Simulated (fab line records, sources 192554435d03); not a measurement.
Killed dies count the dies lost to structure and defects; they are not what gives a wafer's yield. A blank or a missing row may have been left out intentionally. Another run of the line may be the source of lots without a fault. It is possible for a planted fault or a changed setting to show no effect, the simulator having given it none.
fab line records | flow n5_finfet
record: lots: 4 wafers: 12 last_day: 15
route steps=1938 shown BEOL_M4@1089 BEOL_M5@1112 PASSIVATION@1936
lots that met no fault: taken from a fault-free run of the same line
start_h: hours from the record's first day to the start of the lot's first wafer shown | wait_h: time in hours since the lot's previous step | " as in the row above | L1.1+2: one row covering several wafers at once | - value missing, or start not given | * or withheld: withheld | < > ~ a bound
route shown NAME@n: a module of which the file shows steps, and the number in the route of the first | usual: mean/standard deviation taken from wafers without a fault | same: alike in all rows | chamber/n: place in a boat | sites: readings site by site | _std_site: the standard deviation of these | _edge_site: the outer-site mean with the inner-site mean subtracted | radius_mm: for every site, how far away it sits from the centre of the wafer | mask NAME#n: copy n | behind: the most recent tool/chamber to have shaped the wafer | hold: why the lot was held/for how many hours/how that ended | device: names the non-switching transistor (n, p or np) | end of line: tests of these same wafers at the route's end | a step given without rows: its recipe and nothing more | killed: the dies lost at the first sort to structure and to defects; this is not the yield of the wafer | map: a wafer's dies, x killed, . not, _ none there
set.NAME: the setting that was run; set.NAME@STEP: the one run at that earlier step | model.NAME: the simulator's own value behind a step, which no gauge read
lots at some steps of the route; a table a step, a row a wafer
services: the hour from which a tool's chamber was out of use, counted from the record's first day as start_h (under 0 if before that day), plus the number of hours and why
== steps ==
step: N5_BEOL_M4_ANNEAL_82
recipe: temp_c: 400 time_s: 240 ambient: vacuum
step: N5_BEOL_M4_SPUTTER_86
recipe: material: Cu target_thk_a: 45 temp_c: -20 chamber_pressure_pa: 0.07 power_w: withheld time_s: 8.29
step: N5_BEOL_M4_ANNEAL_87
recipe: temp_c: 400 time_s: 240 ambient: vacuum
step: N5_BEOL_M4_SPUTTER_88
recipe: material: Cu target_thk_a: 45 temp_c: -20 chamber_pressure_pa: 0.07 power_w: withheld time_s: 8.29
step: N5_BEOL_M4_ANNEAL_89
recipe: temp_c: 400 time_s: 240 ambient: vacuum
step: N5_BEOL_M4_SPUTTER_90
recipe: material: Cu target_thk_a: 45 temp_c: -20 chamber_pressure_pa: 0.07 power_w: withheld time_s: 8.29
step: N5_BEOL_M4_ANNEAL_91
recipe: temp_c: 400 time_s: 240 ambient: vacuum
step: N5_BEOL_M4_SPUTTER_92
recipe: material: Cu target_thk_a: 45 temp_c: -20 chamber_pressure_pa: 0.07 power_w: withheld time_s: 8.29
step: N5_BEOL_M4_ANNEAL_93
recipe: temp_c: 400 time_s: 240 ambient: vacuum
step: N5_BEOL_M4_SPUTTER_94
recipe: material: Cu target_thk_a: 45 temp_c: -20 chamber_pressure_pa: 0.07 power_w: withheld time_s: 8.29
step: N5_BEOL_M4_ANNEAL_95
recipe: temp_c: 400 time_s: 240 ambient: vacuum
step: N5_BEOL_M4_SPUTTER_96
recipe: material: Cu target_thk_a: 45 temp_c: -20 chamber_pressure_pa: 0.07 power_w: withheld time_s: 8.29
step: N5_BEOL_M4_ECD_50
recipe: material: Cu target_thk_a: 3000
columns lot.wafer tool chamber start_h wait_h
L608.3+4+5 ecd_cu-02 1,0,0 198.01 0.1
L610.1+3+6 ecd_cu-01 1,1,0 204.73 0.1
L615.4+5+6 ecd_cu-01 0,0,1 250.08 0.1
L619.1+2+5 ecd_cu-01 0,1,0 264.42 0.1
step: N5_BEOL_M4_ANNEAL_51
recipe: temp_c: 225 time_s: 90 ambient: N2
step: N5_BEOL_M4_CMP_52
recipe: stop_on: SiOC t_overpolish_s: 6.8 down_force_psi: 1 platen_rpm: 50 clearing_platen_down_force_psi: 1.5 clearing_platen_rpm: 50 post_cmp_clean: cu_alkaline target_thk_nm: 40 clearing_platen_pad_velocity_m_s: 0.99484 pad_velocity_m_s: 0.99484
step: N5_BEOL_M4_PRE_CLEAN_60
recipe: gas: NH3/H2 time_s: 15 temp_c: * rf_power_w: 300
step: N5_BEOL_M4_CO_CAP_55
recipe: material: Co target_thk_a: 20 temp_c: 200 precursor: CCTBA/H2 pressure_torr: 30 time_s: 102.1
step: N5_BEOL_M4_PRE_CLEAN_56
recipe: gas: NH3 time_s: 15 temp_c: withheld rf_power_w: 300
step: N5_BEOL_M4_DEP_57
recipe: material: SiCN target_thk_a: 80 temp_c: withheld precursor: 3MS/NH3 pressure_torr: 3 rf_w: 202 time_s: 14
step: N5_BEOL_M5_ILD_DEP_00
recipe: material: SiCOH_lowk target_thk_a: 1406.4 temp_c: 300 precursor: DEMS/porogen pressure_torr: 5 rf_w: 500 time_s: 25.9
step: N5_BEOL_M5_CURE_79
recipe: temp_c: 385 time_s: 240 ambient: He/Ar material: SiCOH_lowk
step: N5_BEOL_M5_PECVD_70
recipe: material: SiO2 target_thk_a: 160 temp_c: 400 precursor: TEOS/O2 pressure_torr: 5.5 rf_w: 450 teos_flow_sccm: 53.8 gas: O2 flow_sccm: 3000 time_s: 18
step: N5_BEOL_M5_HM_DEP_02
recipe: material: TiN target_thk_a: 200 temp_c: 25 chamber_pressure_pa: 0.49996
step: N5_BEOL_M5_COAT_59
recipe: resist: SOC temp_c: 250 time_s: 60 spin_rpm: 1500 resist_thk_nm: 60
step: N5_BEOL_M5_COAT_60
recipe: resist: SiARC temp_c: 220 time_s: 60 spin_rpm: 1500 resist_thk_nm: 12
step: N5_BEOL_M5_COAT_71
recipe: resist: underlayer temp_c: 205 time_s: 60 spin_rpm: 1500 resist_thk_nm: 5
step: N5_BEOL_M5_COAT_05
recipe: resist: CAR-EUV spin_rpm: 1500 resist_thk_nm: 30
step: N5_BEOL_M5_EBR_07
recipe: solvent: PGMEA ebr_width_mm: 1.5
step: N5_BEOL_M5_SOFTBAKE_06
recipe: temp_c: 110 time_s: 60 resist: CAR-EUV
step: N5_BEOL_M5_EXPOSE_08
recipe: mask_id: M5 na: 0.33 source_shape: annular sigma_inner: 0.4 sigma_outer: 0.8 polarization: unpolarized target_cd_nm: 28 dose_mj: 35.75
step: N5_BEOL_M5_PEB_09
recipe: peb_temp_c: 100 peb_time_s: 60 resist: CAR-EUV
step: N5_BEOL_M5_DEVELOP_10
recipe: develop_time_s: 30 developer: TMAH resist: CAR-EUV rinse_liquid: surfactant_rinse dry: air_spin dev_temp_c: 23
step: N5_BEOL_M5_DESCUM_16
recipe: chemistry: O2 time_s: 7 source_power_w: 50 bias_power_w: 20 pressure_mtorr: 20 rf_frequency_hz: 2.712e+07 temp_c: 40 resist: CAR-EUV o2_flow_sccm: 225
step: N5_BEOL_M5_ETCH_72
recipe: chemistry: N2/H2 target: underlayer target_depth_a: 65 mask_material: CAR-EUV time_s: 5.2 ion_energy_ev: 200 pressure_mtorr: 30 source_w: 840 bias_w: 150 n2_flow_sccm: 200 h2_flow_sccm: 200 ends: cleared
step: N5_PASSIVATION_PROBE_49
usual: defect_limited_yield: 91.0/1.5 killed_at_M0_to_M3: 34/9.1 killed_at_M4_up: 14/5.7 killed_at_contacts: 13/5.7 killed_at_front_end: 42/12 killed_at_other: 4/3.4 killed_dies: 106/17 killed_on_rim: 14/4.3 killed_open: 70/13 killed_short: 34/7.5 sort_bin_5_function: 5.2/0.94 sort_bin_6_memory: 3.4/0.69 sort_n_pass: 1074/17 sort_yield_pct: 91.0/1.5
same: gross_dies: 1180 killed_at_back_side: 0 sort_bin_4_leakage[%]: 0 sort_bin_8_speed[%]: 0
columns lot.wafer tool chamber start_h wait_h defect_limited_yield[%] killed_at_M0_to_M3 killed_at_M4_up killed_at_contacts killed_at_front_end killed_at_other killed_dies killed_on_rim killed_open killed_short sort_bin_5_function[%] sort_bin_6_memory[%] sort_n_pass sort_yield_pct[%]
L608.3 prober-01 - 299.60 0.1 89.7 36 9 20 47 10 122 9 84 34 6.3 3.6 1058 89.7
L608.4 prober-01 - 299.65 0.2 89.6 43 16 16 44 4 123 18 84 38 5.8 4.2 1057 89.6
L608.5 prober-01 - 299.70 0.2 91.5 32 10 14 40 4 100 13 59 33 5.0 2.6 1080 91.5
L615.4 prober-01 - 351.71 0.2 71.9 31 245 13 41 1 331 46 70 29 16.7 10.4 849 71.9
L615.5 prober-01 - 351.76 0.2 72.9 19 258 10 32 1 320 53 50 23 15.1 11.3 860 72.9
L619.1 prober-01 - 358.49 0.0 71.6 32 241 15 41 6 335 41 67 34 17.9 8.5 845 71.6
L619.2 prober-01 - 358.54 0.1 90.3 39 21 6 43 6 115 15 69 45 6.7 2.8 1065 90.3
L619.5 prober-01 - 358.69 0.2 71.0 31 256 18 32 5 342 43 71 37 18.8 8.7 838 71.0
killed by level:class
L608.3 MOL_CONTACT_COAG:geometric_particle:open=15 STI_FIN_REVEAL:geometric_particle:open=12 BEOL_M1:geometric_particle:open=8 BEOL_M3:geometric_particle:open=8 FIN_SAQP:geometric_particle:short=7 FIN_SAQP:geometric_particle:open=5 MOL_CONTACT_COAG:geometric_particle:short=5 BEOL_M0:geometric_particle:open=5
L608.4 MOL_CONTACT_COAG:geometric_particle:open=15 FIN_SAQP:geometric_particle:short=12 BEOL_M1:geometric_particle:open=11 BEOL_M3:geometric_particle:open=10 FIN_SAQP:geometric_particle:open=9 BEOL_M0_SAQP:geometric_particle:open=8 DUMMY_GATE:geometric_particle:open=5 BEOL_M0_SAQP:geometric_particle:short=5
L608.5 MOL_CONTACT_COAG:geometric_particle:open=11 BEOL_M0_SAQP:geometric_particle:short=8 HKMG_FIN:area_etch=7 FIN_SAQP:geometric_particle:open=6 STI_FIN_REVEAL:geometric_particle:open=6 BEOL_M0_SAQP:geometric_particle:open=6 FIN_SAQP:geometric_particle:short=5 GATE_CUT:geometric_particle:open=5
L615.4 BEOL_M4:unspecified=231 MOL_CONTACT_COAG:geometric_particle:open=12 STI_FIN_REVEAL:geometric_particle:open=11 BEOL_M0_SAQP:geometric_particle:open=11 BEOL_M0_SAQP:geometric_particle:short=7 FIN_SAQP:geometric_particle:open=6 FIN_SAQP:geometric_particle:short=5 GATE_CUT:geometric_particle:open=5
L615.5 BEOL_M4:unspecified=246 MOL_CONTACT_COAG:geometric_particle:open=9 STI_FIN_REVEAL:geometric_particle:open=8 GATE_CUT:geometric_particle:short=8 BEOL_M3:geometric_particle:open=6 BEOL_M4:geometric_particle:open=5 BEOL_M2:geometric_particle:open=5 BEOL_M0_SAQP:geometric_particle:open=4
L619.1 BEOL_M4:unspecified=233 STI_FIN_REVEAL:geometric_particle:open=19 MOL_CONTACT_COAG:geometric_particle:open=13 FIN_SAQP:geometric_particle:short=7 BEOL_M3:geometric_particle:open=7 BEOL_M3:geometric_particle:short=6 BEOL_M0_SAQP:geometric_particle:short=5 BEOL_M0_SAQP:geometric_particle:open=4
L619.2 FIN_SAQP:geometric_particle:short=13 BEOL_M3:geometric_particle:open=10 BEOL_M3:geometric_particle:short=9 BEOL_M4:geometric_particle:open=9 STI_FIN_REVEAL:geometric_particle:open=8 BEOL_M7:geometric_particle:open=7 MOL_CONTACT_COAG:geometric_particle:open=6 BEOL_M0_SAQP:geometric_particle:short=6
L619.5 BEOL_M4:unspecified=234 MOL_CONTACT_COAG:geometric_particle:open=14 BEOL_M3:geometric_particle:open=9 FIN_SAQP:geometric_particle:open=8 FIN_SAQP:geometric_particle:short=8 BEOL_M4:geometric_particle:open=7 BEOL_M1:geometric_particle:open=7 BEOL_M7:geometric_particle:open=6
map L615.4 (x killed, . not)
_________________xx.x..x.....________________
______________....x.xx.x....x..._____________
___________.xxx...xxxx.x.x.........__________
__________x.......x.....x.x..x.x...x_________
________x.x....x...x.........x.....x.._______
_______.x......xx.......xx........x.x..______
______....x.........x......xxx........x._____
_____...x.....xx.x....x..x..x....x..x.x..____
____.....x..x.x.xx.x...xx..............x..___
___........x.........x..x..x........x.x..x.__
___.x..xx.x....x.x.x.x.xx....x......x...x..__
__...x........x...x...x......x.xx..x..x..x.x_
__.xx...........x.x.x..x.x..x.x..x.x.xx..x.._
_......x.xx.....x.x..x.x.x.xx..x.x.x.........
_..x.....xxx.....xxx....x.x.xx..x....xx....xx
_....x....xx..x.x.....x.x..x..x..x.....x....x
_xxx...........x.......x.x...xx...x..x..xx..x
_..x..x.x..xx.......xxx..xx...x.x.x...x...x..
_....xx..x......x..x.....x...x.........x....x
_.....x..........x....x.x........x........x..
_.xx.xx...x..x.x...xx.xx.x.......x.........x.
__...x...xx.x.xxxxx..x.....xx......x..xx.xx._
__.x.x........xxx..xx...x..x..x....xx...x..._
___...x.......xxx..........x..x..x..x..x.x.__
___.....x.x.x.x....xxx.......x....x...x...x__
____x.x.x..x.x.xx.x...............x.x.xx..___
_____xx.....x.x....x.x..x......x...x..x.x____
______...x.........xxx.x...x.....xx....x_____
_______....x........xx..x..x....x....x.______
________.....x........xxx...x.x.x..xx._______
__________xx...xx.......x..xx......._________
___________x..........x..x.xxxx....__________
______________..x.....x..x.x...x_____________
_________________.x.xxxxx..x.________________
map L619.5 (x killed, . not)
_________________xx....xx....________________
______________.xx....xx.x......x_____________
___________....x.x........x...x..x.__________
__________..x.x...x..xxx...xx..x.xx._________
________x......xx..xx....x....x..xx..._______
_______xx.......x.......x..x......xxx.x______
______.......x..x..........xx.....x.x..._____
_____.x.xx.................x...x.xx.x...x____
____.x....xx..........x.....x..........xx.___
___..xx...xxx...xxxx.x..xx....x...xx...xx..__
___xx..xxxx.xx.x.xx..........x..xx..xx...xx__
__.x.......x.x...........x..x.x...xxxx......_
__...........x..x...x.x.x.x.x.........x..x.x_
_..x....xx..x....xx..xx..x....xx...x..x......
_...........x....x..x.........x...xx......x..
_x.x...xx.......x..x..x..xxx..x.x.x..x......x
_x..x.x.x....x.x.x.......x...x.....x......x.x
_........xxx....xx.x.x.....x......x..xxx...x.
_xx..x.x..x.x.....x.x........x.x.x..x.xx..x..
_..x.x.......x...x...x...x....x..x..x.....xx.
_...xx..xx.x.....x.xx.x.xxx.....xx......xx.x.
__..............x..x..x...x....x..x.x...x..x_
__...xxx.....x......x...x..xxx....xxxxx....._
___x..x...x...x..xx....x........x.......xx.__
___xxx.........xx.......x......x...xxx.x...__
____..x..x..x.x....x..x..xx.........xx...x___
_____x.x...xx...xx.....x...x..x........xx____
______.......x....xx...xx.x...x.....xx.._____
_______x.xx....x...xx.x.x....x.x..x.xx.______
________........x...xx.x...x..xx..x..._______
__________.x.....xx.xxx..xx.x..x...._________
___________.....xxx.x.....x.x......__________
______________......x........xx._____________
_________________........x.xx________________
== services ==
columns tool chamber start_h hours kind
ecd_cu-01 - 211.78 2.0 repair
ecd_cu-01 - 252.78 7.3 pm
== key ==
first_sign: step: N5_PASSIVATION_PROBE_49 reading: killed_at_M4_up direction: up sigmas: 41 usual: 14 struck: 250
effect: step: N5_PASSIVATION_PROBE_49 reading: killed_dies direction: up sigmas: 13 usual: 106 struck: 332
more_kills_born_at: N5_BEOL_M4_ECD_50@ecd_cu-01: 944
met_at N5_BEOL_M4_ECD_50
struck_wafers L615.4,L615.5,L619.1,L619.5
onset_between 204.73 250.08
fault: kind: chamber_particle_source tool: ecd_cu-01 chamber: 0 onset_h: 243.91 steps: N5_BEOL_M4_ECD_50 rate_per_visit_cm2: 0.44094 end_h: 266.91
